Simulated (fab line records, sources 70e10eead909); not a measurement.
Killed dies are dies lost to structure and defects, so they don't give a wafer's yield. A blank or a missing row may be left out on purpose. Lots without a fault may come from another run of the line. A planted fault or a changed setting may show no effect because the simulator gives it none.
Which tool did it? | flow nand_harc | 6 lots, 18 wafers sampled, at 5 steps of a route of 1159

WHAT THE GAUGES READ, wafer by wafer
NHARC_END_SORT_01.
lot  | measured     | on        | killed_at_array
L710 | day 22 11:56 | prober-01 | 32 44 45
L712 | day 23 10:21 | prober-01 | 10 9 19

WHICH TOOL RAN EACH LOT (tool, then ch and the chambers of the sampled wafers, then the start)
lot  | NHARC_P_CONTACT_CVD_23        | NHARC_A_M1_CMP_23             | NHARC_A_BONDPAD_ETCH_24                       | NHARC_THIN_TSV_DEP_47
L698 | cvd_w-01 ch 0,1, day 6 10:10  | cmp-04 ch 0,1,2, day 18 18:48 | rie_diel-03 ch 0,2,3, day 19 17:32 or earlier | pecvd-01 ch 0,1,2, day 19 17:32
L699 | cvd_w-02 ch 0,1, day 6 12:38  | cmp-03 ch 0,1,3, day 19 04:10 | rie_diel-08 ch 0,1,2, day 20 00:46 or earlier | pecvd-03 ch 0,1,2, day 20 00:46
L702 | cvd_w-01 ch 0,1, day 7 09:23  | cmp-04 ch 1,2,3, day 19 09:07 | rie_diel-04 ch 1,3, day 20 07:31 or earlier   | pecvd-02 ch 0,1,2, day 20 07:31
L710 | cvd_w-01 ch 0,1, day 9 11:17  | cmp-04 ch 0,1,2, day 21 02:40 | rie_diel-04 ch 0,2,3, day 21 22:53 or earlier | pecvd-01 ch 1,2, day 21 22:53
L712 | cvd_w-01 ch 0,1, day 10 00:05 | cmp-02 ch 0,2, day 21 19:38   | rie_diel-04 ch 1,2,3, day 22 18:36 or earlier | pecvd-03 ch 1,2, day 22 18:36
L719 | cvd_w-02 ch 0,1, day 11 07:21 | cmp-03 ch 1,2,3, day 23 09:56 | rie_diel-08 ch 0,1,3, day 24 07:25 or earlier | pecvd-03 ch 0,1, day 24 07:25
- NHARC_P_CONTACT_CVD_23: deposits W, target thk 200 nm, time 557 s.
- NHARC_A_M1_CMP_23: polishes, t overpolish 20 s, target thk 154.34 nm.
- NHARC_A_BONDPAD_ETCH_24: etches the open film in CF4/N2, target depth 30 nm, time 72.99 s.
- NHARC_THIN_TSV_DEP_47: deposits SiO2, target thk 200 nm.

THE ANSWER, worked out from the rows above alone
Rule: what is usual is taken from the lots themselves. Put in order of their means at a reading, lots are off if they are a third of the lots or fewer, leave a main group of 4 or more, and stand apart from it by a gap of 3 or more times the standard deviation of the main group's means; of several such gaps the widest counts. A main group whose means are all the same, to the digits that the tables above print for the reading, isn't used. A lot without any number at a reading at which 4 lots or more have one is off too. The other lots that the step has rows for count as sound.
No lot is off at any reading shown: from this, nothing can be told.

WHAT THE SIMULATOR HAD PUT IN
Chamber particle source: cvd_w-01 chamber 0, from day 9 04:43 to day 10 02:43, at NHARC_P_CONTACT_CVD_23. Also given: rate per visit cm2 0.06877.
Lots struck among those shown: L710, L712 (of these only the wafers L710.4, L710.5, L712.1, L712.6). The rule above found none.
